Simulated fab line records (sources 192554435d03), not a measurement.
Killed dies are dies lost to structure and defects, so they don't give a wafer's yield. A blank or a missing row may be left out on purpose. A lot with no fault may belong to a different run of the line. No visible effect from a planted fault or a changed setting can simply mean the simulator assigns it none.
Code-filled problem report in 8D (eight disciplines) form | flow n5_finfet | the parts of the form that need people (team, actions taken, sign-off) are left out

## 1. WHAT IS WRONG
At N5_BEOL_M10_PECVD_70, susceptor_temp_C averages 394.31 C over 2 wafers from 2 lots, while fault-free wafers read 400.03 C, standard deviation 0.24. Measured from the usual mean, that is -24 standard deviations.
The step: deposits SiO2 from TEOS/O2, target thk 20 nm, time 22.7 s.
First observed at day 14 10:26: wafer L553.1, on pecvd-03. The record has a number at this step for 33 wafers belonging to 11 lots. By rule, "out" or "out of limits" means more than 4 standard deviations away from the usual mean. The rest of the wafers with a number are treated as sound.

## 2. WHAT IT IS; WHAT IT IS NOT
question                    | is                | is not
which readings at this step | susceptor_temp_C  | heater_power_w, showerhead_plenum_p_Torr, throttle_valve_pct
which lots                  | L553, L554        | L540, L544, L546, L547, L548, L550, L559, L561, L562
which wafers of those lots  | L553.1, L554.2    | L553.2, L553.5, L554.3, L554.5
read on which tools         | pecvd-03          | pecvd-01, pecvd-04
when                        | from day 14 10:26 | up to then (20 sound wafers); but 11 sound wafers of L554, L559, L561, L562 came after

## 3. SUSPECTS, AND WHAT RULES EACH OUT
Counting: any tool at a process step up to the reading remains a suspect provided it ran every lot that is out. Sound lots after the first of them don't rule it out here, since some wafers of a struck lot are sound.
- pvd_sputter-02 at N5_BEOL_M9_SURFACE_TREAT_79: kept. It ran every lot that is out, first L553 (day 14 08:18); its last sound lot up to then is L550 (day 13 19:34).
- pecvd-03 at N5_BEOL_M10_PECVD_70 (deposits SiO2 from TEOS/O2, target thk 20 nm, time 22.7 s): kept. It ran every lot that is out, first L553 (day 14 10:26); its last sound lot up to then is L547 (day 13 02:37). On those wafers its own readings are out: susceptor_temp_C.
- Within pecvd-03 at N5_BEOL_M10_PECVD_70: the wafers that are out ran in chamber 2; their sound lot-mates ran in chambers 0, 1.
Left after counting: pvd_sputter-02 at N5_BEOL_M9_SURFACE_TREAT_79, pecvd-03 at N5_BEOL_M10_PECVD_70.

## 4. THE CAUSE (what the simulator had put in)
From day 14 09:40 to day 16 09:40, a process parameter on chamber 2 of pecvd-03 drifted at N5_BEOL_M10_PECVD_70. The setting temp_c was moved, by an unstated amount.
This tool is one of the 2 suspects left after counting.

## 5. THE EFFECT CHAIN, in route order
Each row: a reading where the mean over the struck wafers with a number is more than 3 standard deviations away from the usual. Scope: only readings with a usual standard deviation given in the record; hours: median across lots of the time from each lot's start at the first step in this table that gives one to its start at this step; sigmas: change in usual standard deviations.
hours | step                 | reading          | usual    | on struck wafers | change | sigmas
0     | N5_BEOL_M10_PECVD_70 | susceptor_temp_C | 400.03 C | 394.31           | -5.72  | -24
The process steps in it:
- N5_BEOL_M10_PECVD_70: deposits SiO2 from TEOS/O2, target thk 20 nm, time 22.7 s.

## 6. WHAT WOULD HAVE CAUGHT IT SOONER
In this record the first reading out of limits was taken at day 14 10:26, 1 hour after the fault began at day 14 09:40.
